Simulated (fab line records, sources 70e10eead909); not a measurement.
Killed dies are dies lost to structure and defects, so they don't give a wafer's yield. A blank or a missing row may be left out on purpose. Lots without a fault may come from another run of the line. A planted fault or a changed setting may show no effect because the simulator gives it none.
One fault seen from 2 desks | flow nand_harc | each desk has only its own numbers; what lay behind them comes last

THE TOOL OWNER'S DESK: ald_metal-03
The tool's own readings at NHARC_A_CONTACT_ALD_18 (deposits TiN, target thk 3 nm, pulse time 1 s, ald cycles 150): means of the sampled wafers that have a number, for each lot that ran on this tool. A lot is out of limits, marked OUT, if its mean lies more than 4 standard deviations from the usual mean; the brackets give that distance.
Columns: A = heater_power_w at NHARC_A_CONTACT_ALD_18, usual 1069 W; B = precursor_pulse_height_rel at NHARC_A_CONTACT_ALD_18, usual 1.001
lot  | first seen here | A    | B
L592 | day 24 04:11    | 1093 | 0.985
L600 | day 27 04:32    | 1144 | 1.006
L601 | day 27 12:59    | 1066 | 1.002
L603 | day 27 19:52    | 1144 | 1.000
This desk's finding: nothing out of limits on any of the 4 lots.

THE METROLOGY DESK
What the gauges read, lot by lot, whatever tool the lot ran on: means of the sampled wafers that have a number. A lot is out of limits, marked OUT, if its mean lies more than 4 standard deviations from the usual mean; the brackets give that distance.
Columns: A = cd_nm at NHARC_A_CONTACT_CD_MEAS_15, usual 189.9 nm
lot  | first seen here | A
L592 | day 24 03:15    | 190.1
L595 | day 24 22:29    | 190.0
L600 | day 27 03:32    | 188.2
L601 | day 27 11:59    | 188.8
L603 | day 27 18:53    | 189.9
L610 | day 30 22:34    | 190.5
L612 | day 31 16:24    | 190.1
This desk's finding: nothing out of limits on any of the 7 lots.

PUT TOGETHER
The tool owner's desk saw nothing out of limits.
The metrology desk saw nothing out of limits.

WHAT THE SIMULATOR HAD PUT IN
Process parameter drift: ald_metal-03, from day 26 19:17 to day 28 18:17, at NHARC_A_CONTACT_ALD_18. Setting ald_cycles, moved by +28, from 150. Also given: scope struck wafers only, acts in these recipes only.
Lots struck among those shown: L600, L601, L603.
